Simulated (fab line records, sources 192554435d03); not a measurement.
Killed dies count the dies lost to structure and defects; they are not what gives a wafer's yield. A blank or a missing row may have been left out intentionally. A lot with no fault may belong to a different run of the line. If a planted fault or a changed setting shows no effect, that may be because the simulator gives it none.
The tool behind it: which one? :: flow n5-finfet :: 10 lots with 30 wafers sampled at 5 steps, on a route of 1938 steps

WHAT EACH GAUGE READ, for each wafer
N5_BEOL_M11_OCD_MEAS_38. Usual: 148.8 nm for trench-depth-nm, sd 2.5.
lot: L260
measured: day 10 19:42
on: ocd-01
trench-depth-nm (nm): 150.9 147.7 151.6
flag: 

lot: L262
measured: day 11 07:01
on: ocd-01
trench-depth-nm (nm): 149.2 151.4 149.8
flag: 

lot: L261
measured: day 11 07:25
on: ocd-02
trench-depth-nm (nm): 147.4 146.1 148.8
flag: 

lot: L265
measured: day 11 22:24
on: ocd-02
trench-depth-nm (nm): 146.1 152.4 147.4
flag: 

lot: L267
measured: day 12 08:19
on: ocd-02
trench-depth-nm (nm): 147.1 148.5 147.3
flag: 

lot: L275
measured: day 14 05:12
on: ocd-01
trench-depth-nm (nm): 146.6 147.7 146.6
flag: 

lot: L278
measured: day 14 18:52
on: ocd-02
trench-depth-nm (nm): 152.1 147.4 146.7
flag: 

lot: L276
measured: day 15 02:58
on: ocd-02
trench-depth-nm (nm): 150.5 150.3 146.6
flag: 

lot: L281
measured: day 16 06:16
on: ocd-01
trench-depth-nm (nm): 143.2 148.9 145.2
flag: 

lot: L282
measured: day 16 17:18
on: ocd-01
trench-depth-nm (nm): 144.7 147.5 147.2
flag: 

N5_BEOL_M11_CD_MEAS_35: the cd target is 70 nm. Usual: 70.1 nm for cd-nm, sd 0.53.
lot: L260
measured: day 10 19:52
on: cd-sem-03
cd-nm (nm): 70.5 70.4 71.4
flag: 

lot: L262
measured: day 11 07:16
on: cd-sem-02
cd-nm (nm): 71.3 70.6 70.2
flag: 

lot: L261
measured: day 11 07:35
on: cd-sem-02
cd-nm (nm): 70.0 70.0 70.0
flag: 

lot: L265
measured: day 11 22:34
on: cd-sem-02
cd-nm (nm): 70.9 70.2 70.0
flag: 

lot: L267
measured: day 12 08:29
on: cd-sem-02
cd-nm (nm): 69.8 69.9 69.8
flag: 

lot: L275
measured: day 14 05:21
on: cd-sem-03
cd-nm (nm): 69.6 69.1 69.3
flag: 

lot: L278
measured: day 14 19:01
on: cd-sem-02
cd-nm (nm): 68.9 69.2 68.8
flag: 

lot: L276
measured: day 15 03:07
on: cd-sem-03
cd-nm (nm): 69.7 70.3 70.5
flag: 

lot: L281
measured: day 16 06:25
on: cd-sem-01
cd-nm (nm): 71.2 70.9 70.8
flag: 

lot: L282
measured: day 16 17:27
on: cd-sem-03
cd-nm (nm): 69.6 69.3 69.0
flag: 

N5_BEOL_M11_INSPECT_58: inspects for defects (darkfield). Usual: 64 for raw-defect-count, sd 22.
lot: L260
measured: day 10 22:33
on: defect-inspect-01
raw-defect-count: 65 100 59
flag: 

lot: L262
measured: day 11 10:13
on: defect-inspect-01
raw-defect-count: 101 88 66
flag: 

lot: L261
measured: day 11 10:28
on: defect-inspect-01
raw-defect-count: 32 42 55
flag: 

lot: L265
measured: day 12 02:56
on: defect-inspect-01
raw-defect-count: 83 38 71
flag: 

lot: L267
measured: day 12 12:10
on: defect-inspect-02
raw-defect-count: 38 42 37
flag: 

lot: L275
measured: day 14 09:41
on: defect-inspect-02
raw-defect-count: 63 53 57
flag: 

lot: L278
measured: day 14 22:04
on: defect-inspect-01
raw-defect-count: 89 117 53
flag: 

lot: L276
measured: day 15 06:43
on: defect-inspect-01
raw-defect-count: 76 121 92
flag: 

lot: L281
measured: day 16 09:05
on: defect-inspect-02
raw-defect-count: 21 45 23
flag: 

lot: L282
measured: day 16 21:29
on: defect-inspect-02
raw-defect-count: 81 89 84
flag: 

N5_BEOL_M12_THK_MEAS_01. Usual: M12_ILD_THK 661 nm, standard deviation 8.3.
lot: L260
measured: day 10 22:43
on: film-metro-02
M12_ILD_THK (nm): 646 661 666
flag: 

lot: L262
measured: day 11 10:23
on: film-metro-01
M12_ILD_THK (nm): 661 658 667
flag: 

lot: L261
measured: day 11 10:38
on: film-metro-01
M12_ILD_THK (nm): 661 649 665
flag: 

lot: L265
measured: day 12 03:07
on: film-metro-01
M12_ILD_THK (nm): 664 670 661
flag: 

lot: L267
measured: day 12 12:23
on: film-metro-02
M12_ILD_THK (nm): 692 671 692
flag: 

lot: L275
measured: day 14 09:52
on: film-metro-02
M12_ILD_THK (nm): 649 652 658
flag: 

lot: L278
measured: day 14 22:13
on: film-metro-02
M12_ILD_THK (nm): 651 651 662
flag: 

lot: L276
measured: day 15 06:53
on: film-metro-02
M12_ILD_THK (nm): 648 662 654
flag: 

lot: L281
measured: day 16 09:16
on: film-metro-01
M12_ILD_THK (nm): 659 668 663
flag: 

lot: L282
measured: day 16 21:39
on: film-metro-01
M12_ILD_THK (nm): 661 659 676
flag: 

WHICH TOOL RAN EACH LOT (tool, then ch and the chambers of the sampled wafers, then the start)
lot: L260
N5_BEOL_M12_ILD_DEP_00: pecvd-02 ch 0,1, day 10 22:35

lot: L262
N5_BEOL_M12_ILD_DEP_00: pecvd-02 ch 0,2, day 11 10:15

lot: L261
N5_BEOL_M12_ILD_DEP_00: pecvd-04 ch 0,1,2, day 11 10:31

lot: L265
N5_BEOL_M12_ILD_DEP_00: pecvd-02 ch 0,1,2, day 12 02:59

lot: L267
N5_BEOL_M12_ILD_DEP_00: pecvd-02 ch 0,1, day 12 12:12

lot: L275
N5_BEOL_M12_ILD_DEP_00: pecvd-04 ch 1,2, day 14 09:44

lot: L278
N5_BEOL_M12_ILD_DEP_00: pecvd-01 ch 1,2, day 14 22:05

lot: L276
N5_BEOL_M12_ILD_DEP_00: pecvd-04 ch 0,1,2, day 15 06:45

lot: L281
N5_BEOL_M12_ILD_DEP_00: pecvd-01 ch 0,2, day 16 09:08

lot: L282
N5_BEOL_M12_ILD_DEP_00: pecvd-04 ch 0,2, day 16 21:31
- N5_BEOL_M12_ILD_DEP_00: deposits SiOC from DEMS/O2, target thk 658.92 nm, time 130.7 s.

WHAT THE TOOLS THEMSELVES READ (means of the sampled wafers that have a number; where no wafer has one, the mark that the record gives instead)
N5_BEOL_M12_ILD_DEP_00. Usual: heater-power-w 488 W, standard deviation 97; showerhead-plenum-p-Torr 5.690 Torr, standard deviation 0.018; throttle-valve-pct 11.5 %, standard deviation 0.71.
lot: L260
tool: pecvd-02
heater-power-w (W): 494
showerhead-plenum-p-Torr (Torr): 5.681
throttle-valve-pct (%): 11.4
flag: 

lot: L262
tool: pecvd-02
heater-power-w (W): 501
showerhead-plenum-p-Torr (Torr): 5.686
throttle-valve-pct (%): 11.3
flag: 

lot: L261
tool: pecvd-04
heater-power-w (W): 452
showerhead-plenum-p-Torr (Torr): 5.694
throttle-valve-pct (%): 11.3
flag: 

lot: L265
tool: pecvd-02
heater-power-w (W): 503
showerhead-plenum-p-Torr (Torr): 5.675
throttle-valve-pct (%): 11.2
flag: 

lot: L267
tool: pecvd-02
heater-power-w (W): 499
showerhead-plenum-p-Torr (Torr): 5.677
throttle-valve-pct (%): 11.2
flag: 

lot: L275
tool: pecvd-04
heater-power-w (W): 482
showerhead-plenum-p-Torr (Torr): 5.706
throttle-valve-pct (%): 11.1
flag: 

lot: L278
tool: pecvd-01
heater-power-w (W): 522
showerhead-plenum-p-Torr (Torr): 5.687
throttle-valve-pct (%): 11.5
flag: 

lot: L276
tool: pecvd-04
heater-power-w (W): 416
showerhead-plenum-p-Torr (Torr): 5.691
throttle-valve-pct (%): 11.3
flag: 

lot: L281
tool: pecvd-01
heater-power-w (W): 587
showerhead-plenum-p-Torr (Torr): 5.704
throttle-valve-pct (%): 12.2
flag: 

lot: L282
tool: pecvd-04
heater-power-w (W): 434
showerhead-plenum-p-Torr (Torr): 5.691
throttle-valve-pct (%): 11.2
flag: 

THE ANSWER, worked out from the rows above alone
Rule: take the mean of a lot's wafers that have a number; if it is more than 3 standard deviations from the usual mean, the lot is off. A lot without any number at a reading at which 4 lots or more have one is off too. The other lots that the step has rows for count as sound. Order of review: gauges by route order, followed by the tools' own readings, for which a lot's mean as printed above is used. At the first step where some lot is off, the reading lying furthest off is the one used; lots without a number count as furthest.
None of the lots is off at any reading shown; this tells nothing.

WHAT WAS PUT IN BY THE SIMULATOR
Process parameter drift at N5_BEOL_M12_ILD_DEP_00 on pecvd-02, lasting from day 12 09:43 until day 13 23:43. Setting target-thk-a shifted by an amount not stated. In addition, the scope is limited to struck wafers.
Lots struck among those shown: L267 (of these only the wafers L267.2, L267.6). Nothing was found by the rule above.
